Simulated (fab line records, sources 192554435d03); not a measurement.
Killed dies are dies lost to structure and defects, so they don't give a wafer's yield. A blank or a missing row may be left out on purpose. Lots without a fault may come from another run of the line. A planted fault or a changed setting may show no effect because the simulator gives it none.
Split-lot experiment | flow n5_finfet | 7 lots, 21 wafers read, on a route of 1938 steps

THE SPLIT
At N5_BEOL_M5_HM_DEP_02 (deposits TiN, target thk 20 nm), the setting target_thk_a was moved away from the recipe's 200 angstrom on 6 of the 21 wafers read, by -11.0% to +11.3%. The other wafers ran this setting at the recipe's value.

FROM THE SPLIT TO THE READING: what the file shows between them, 16 steps
- N5_BEOL_M5_ETCH_72: etches underlayer in N2/H2, target depth 6.5 nm, time 5.2 s (also split here: bias_w)
- N5_BEOL_M5_ETCH_61: etches SiARC in CF4, target depth 15.6 nm, time 26 s
- N5_BEOL_M5_ETCH_62: etches SOC in N2/H2, target depth 75 nm, overetch 15 nm, time 112.5 s
- N5_BEOL_M5_STRIP_73: strips in N2/H2
- N5_BEOL_M5_STRIP_64: strips in CF4
- N5_BEOL_M5_HM_OPEN_17: chemistry Cl2/BCl3, target TiN, target depth 20 nm, overetch 6 nm
- N5_BEOL_M5_COAT_66: time 60 s, resist thk 12 nm (also split here: spin_rpm)
- N5_BEOL_M5_COAT_74: time 60 s, resist thk 5 nm
- N5_BEOL_M5_COAT_22: resist thk 30 nm
- N5_BEOL_M5_DESCUM_33: chemistry O2, time 7 s
- N5_BEOL_M5_ETCH_75: etches underlayer in N2/H2, target depth 6.5 nm, time 5.2 s
- N5_BEOL_M5_ETCH_67: etches SiARC in CF4, target depth 15.6 nm, time 26 s
- N5_BEOL_M5_ETCH_68: etches SOC in N2/H2, target depth 80 nm, overetch 16 nm, time 120 s
- N5_BEOL_M5_STRIP_69: strips in N2/H2
- N5_BEOL_M5_STRIP_85: strips in C4F6/O2
- N5_BEOL_M5_STRIP_36: strips in N2/H2

THE READING
TiN_of_BEOL_M5_HM_DEP_02.thk_nm (the simulator's own value, which no gauge read), in nm, at N5_BEOL_M5_TRENCH_ETCH_37 (etches SiCOH lowk in C4F6/O2, target depth 71.652 nm, time 24.7 s). The file gives no usual value for it. The 15 wafers here that ran the recipe average 17.8 nm, standard deviation 0.26 nm.

wafer  | tool, chamber at the split | target_thk_a as run, angstrom | against the recipe | TiN_of_BEOL_M5_HM_DEP_02.thk_nm, nm | against lot-mates on the recipe
L075.1 | pvd_sputter-01, -          | 200                           | recipe             | 17.6                                | -
L075.3 | pvd_sputter-01, -          | 180.4                         | -9.8%              | 16.2                                | -1.4
L075.6 | pvd_sputter-01, -          | 180.4                         | -9.8%              | 15.6                                | -2.0
L078.2 | pvd_sputter-01, -          | 222.5                         | +11.3%             | 20.2                                | +2.4
L078.3 | pvd_sputter-01, -          | 222.5                         | +11.3%             | 20                                  | +2.2
L078.6 | pvd_sputter-01, -          | 200                           | recipe             | 17.8                                | -
L081.4 | pvd_sputter-01, -          | 200                           | recipe             | 17.6                                | -
L081.5 | pvd_sputter-01, -          | 200                           | recipe             | 18                                  | -
L081.6 | pvd_sputter-01, -          | 200                           | recipe             | 17.8                                | -
L080.3 | pvd_sputter-02, -          | 200                           | recipe             | 17.8                                | -
L080.5 | pvd_sputter-02, -          | 200                           | recipe             | 17.8                                | -
L080.6 | pvd_sputter-02, -          | 200                           | recipe             | 17.8                                | -
L082.2 | pvd_sputter-02, -          | 200                           | recipe             | 17.4                                | -
L082.3 | pvd_sputter-02, -          | 200                           | recipe             | 17.6                                | -
L082.6 | pvd_sputter-02, -          | 186.9                         | -6.6%              | 16.4                                | -1.1
L084.1 | pvd_sputter-03, -          | 200                           | recipe             | 17.4                                | -
L084.3 | pvd_sputter-03, -          | 200                           | recipe             | 18.2                                | -
L084.4 | pvd_sputter-03, -          | 200                           | recipe             | 17.8                                | -
L091.2 | pvd_sputter-03, -          | 200                           | recipe             | 17.8                                | -
L091.5 | pvd_sputter-03, -          | 200                           | recipe             | 18.4                                | -
L091.6 | pvd_sputter-03, -          | 178.1                         | -11.0%             | 16                                  | -2.1

THE FIT
A straight line over all 21 wafers: TiN_of_BEOL_M5_HM_DEP_02.thk_nm changes by +0.194 nm for each +1% of target_thk_a; r = +0.97; the points scatter about the line by 0.27 nm.
The same after taking each lot's own level away (the mean of its wafers on the recipe; 21 wafers): +0.19 nm for each +1%; r = +0.98; scatter 0.22 nm.
On that fit, the largest move of target_thk_a shifts the reading by 2.1 nm.
The lots' own levels span 17.50 to 18.10 nm, that is 2.3 times the standard deviation above.
So the lot-to-lot level changes the slope little: the two slopes agree.
Check: with one of the wafers moved furthest among these (+11.3%) left out of the fit, the line predicts +2.09 nm for it against its lot-mates. It came out at +2.4 nm against them.

OTHER SPLITS ON THESE WAFERS
These wafers also went through other splits before the reading. Each is held against what the fit with the lots' levels taken away leaves over:
other split on the same wafers | wafers away from the commonest value | r with TiN_of_BEOL_M5_HM_DEP_02.thk_nm (lot level and that fit taken away)
N5_BEOL_M2_DEP_57 time_s       | 10                                   | +0.08
N5_BEOL_M3_COAT_05 spin_rpm    | 6                                    | -0.04
N5_BEOL_M3_COAT_22 spin_rpm    | 3                                    | -0.08
N5_BEOL_M4_DESCUM_16 time_s    | 8                                    | -0.04
N5_BEOL_M4_COAT_68 spin_rpm    | 9                                    | -0.02
N5_BEOL_M5_ETCH_72 bias_w      | 7                                    | -0.21
N5_BEOL_M5_COAT_66 spin_rpm    | 9                                    | -0.12

THE WHOLE CHAIN: every reading that the file lists as answering this split, in the file's order
step                      | what it does                                                      | reading                                                                          | change (the file's fit)               | r (the file's)
N5_BEOL_M5_HM_DEP_02      | deposits TiN, target thk 20 nm                                    | TiN_of_BEOL_M5_HM_DEP_02.thk_nm (the simulator's own value, which no gauge read) | +0.181 nm for each +1% of the setting | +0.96
N5_BEOL_M5_HM_OPEN_17     | chemistry Cl2/BCl3, target TiN, target depth 20 nm, overetch 6 nm | etch.depth_nm (the simulator's own value, which no gauge read)                   | +0.187 nm for each +1% of the setting | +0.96
N5_BEOL_M5_TRENCH_ETCH_37 | etches SiCOH lowk in C4F6/O2, target depth 71.652 nm, time 24.7 s | TiN_of_BEOL_M5_HM_DEP_02.thk_nm (the simulator's own value, which no gauge read) | +0.189 nm for each +1% of the setting | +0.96

THE FILE'S OWN FIT
TiN_of_BEOL_M5_HM_DEP_02.thk_nm changes by +0.189 nm for each +1% of target_thk_a, r = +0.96.
